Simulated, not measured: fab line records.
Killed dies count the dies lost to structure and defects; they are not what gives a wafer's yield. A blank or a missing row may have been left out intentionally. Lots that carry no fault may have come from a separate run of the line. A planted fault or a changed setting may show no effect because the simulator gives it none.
A lot that was struck, set against a sound lot	flow nand-harc	14 steps out of a route of 1302
Sound: these wafers, L752.1, L752.2, L752.4. Wafers struck: L767.1, L767.3, L767.4. The cause is named last.
At each step with rows: each side's tool, then ch and its chambers, then its first start. Under that, the readings that differ: sound wafers	struck wafers	difference of the means	sigmas: that difference in standard deviations of wafers without a fault.
alike: readings with means less than 2 such deviations apart, plus words and numbers identical on both sides. not compared: withheld readings, readings lacking a value on some wafer, bounds such as >300 that could conceal the same value, and numbers that have no deviation in the record and whose values overlap.
A row with sigmas, a row that says differs or no value, or rows on one side alone: a step with any of these is where the two part. Numbers that have no deviation but don't overlap get no sigmas and don't part them. A reading missing from all wafers of one side parts the sides only when that side holds two or more wafers.

NHARC_A_STAIRCASE_DEP_301: deposits SiON, target thk 30 nm.
  sound on pecvd-02 ch 0,1, day 17 11:38; struck on pecvd-02 ch 0,1,2, day 23 01:08
  alike: heater-power-w, showerhead-vpp-V
then, 9 steps without rows for these wafers: NHARC_A_STAIRCASE_DEHYDRATE_302 (time 120 s); NHARC_A_STAIRCASE_HMDS_303 (time 30 s); NHARC_A_STAIRCASE_COAT_304; NHARC_A_STAIRCASE_SOFTBAKE_305 (time 170 s); NHARC_A_STAIRCASE_EBR_306; NHARC_A_STAIRCASE_EXPOSE_307 (exposes mask CHOP 50); NHARC_A_STAIRCASE_PEB_308 (peb time 130 s); NHARC_A_STAIRCASE_DEVELOP_309 (time 140 s); NHARC_A_STAIRCASE_HARDBAKE_311 (time 140 s).
NHARC_A_STAIRCASE_DESCUM_312: chemistry O2, time 3 s.
  sound on rie-diel-05 ch 0,1,2, day 17 12:37; struck on rie-diel-01 ch 0,1,2, day 23 04:19
reading	sound	struck	difference	sigmas
rf-hours-counter-h (h)	48 53 57	45 46 40	-9	
  alike: chamber-pressure-mTorr, drypump-motor-current-A, o2-flow-sccm, oes-product-au, rf-vpp-V, showerhead-plenum-p-Torr, throttle-valve-pct
NHARC_A_STAIRCASE_ETCH_313: etches the open film in CF4/CHF3.
  sound on rie-diel-05 ch 0,2,3, day 17 12:42; struck on rie-diel-01 ch 1,2,3, day 23 04:29
  no value came back on the struck wafers for any of 9 readings (bias-w (W), cf4-flow-sccm (sccm) and others); on the sound wafers bias-w (W) reads 200.4 199.4 200.4
NHARC_A_STAIRCASE_HM_OPEN_463: chemistry O2/COS.
  sound on rie-diel-05 ch 1,2,3; struck on rie-diel-01 ch 0,1,3, day 23 04:38
reading	sound	struck	difference	sigmas
rf-hours-counter-h (h)	57 53 55	47 40 43	-12	
  alike: chamber-pressure-mTorr, drypump-motor-current-A, o2-flow-sccm, oes-product-au, rf-vpp-V, showerhead-plenum-p-Torr, throttle-valve-pct
-- record jumps: 7 days between struck wafers' starts before vs after; left off in module A_STAIRCASE, resumes in module END, first step shown is number 1302 of the route --
NHARC_END_SORT_01:
  here the record holds rows for the struck wafers (prober-01 ch 0, day 30 11:50) but none for the sound ones

WHERE THEY PART
First at NHARC_A_STAIRCASE_ETCH_313; last, within this record, at NHARC_END_SORT_01.

WHY: the cause the simulator had injected
Step skipped in full: rie-diel-01, at NHARC_A_STAIRCASE_ETCH_313, from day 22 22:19 onward. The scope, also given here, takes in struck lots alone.
